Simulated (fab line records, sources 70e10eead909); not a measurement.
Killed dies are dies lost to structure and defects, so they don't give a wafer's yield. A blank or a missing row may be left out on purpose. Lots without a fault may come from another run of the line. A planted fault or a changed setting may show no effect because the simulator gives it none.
Chamber matching | flow nand_harc | NHARC_P_GATE_DEP_103 on pecvd-02: 3 sister chambers
The step deposits SiON, target thk 30 nm. 6 wafers are shown with their chamber, then 12 later ones without.

WAFERS WITH THEIR CHAMBER
wafer  | chamber | heater_power_w (W)
L086.5 | 1       | 818
L086.1 | 1       | 808
L086.4 | 2       | 839
L090.2 | 0       | 765
L090.4 | 0       | 763
L090.5 | 2       | 725

WAFERS WITHOUT THEIR CHAMBER
wafer  | heater_power_w (W)
L091.2 | 740
L091.3 | 837
L091.4 | 845
L094.1 | 725
L094.2 | 690
L094.3 | 821
L094.4 | 822
L094.5 | 696
L094.6 | 756
L097.1 | 721
L097.3 | 730
L097.5 | 717

WHICH CHAMBER EACH WENT THROUGH
wafer  | from the rows above          | in truth
L091.2 | can't be placed: 0 or 2 or 1 | 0
L091.3 | can't be placed: 1 or 2 or 0 | 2
L091.4 | can't be placed: 1 or 2 or 0 | 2
L094.1 | can't be placed: 0 or 2 or 1 | 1
L094.2 | can't be placed: 0 or 2 or 1 | 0
L094.3 | can't be placed: 1 or 2 or 0 | 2
L094.4 | can't be placed: 1 or 2 or 0 | 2
L094.5 | can't be placed: 0 or 2 or 1 | 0
L094.6 | can't be placed: 0 or 2 or 1 | 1
L097.1 | can't be placed: 0 or 2 or 1 | 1
L097.3 | can't be placed: 0 or 2 or 1 | 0
L097.5 | can't be placed: 0 or 2 or 1 | 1
Placed correctly: 0 of 12. Can't be placed from these rows: 12 (the true chamber is among the candidates in 12). Placed wrongly: 0.
How it was worked out, from the rows above alone: a wafer's distance from a chamber is the root of the sum, over the readings, of the square of ((its reading less the chamber's mean) divided by the reading's scatter). The wafer belongs to the nearest chamber; if the next one is less than 2 further off, it can't be placed. A chamber's mean is the mean of its shown wafers. The scatter: the root of (the sum of the squares of (reading less its chamber's mean) over the shown wafers, divided by (wafers less chambers)).
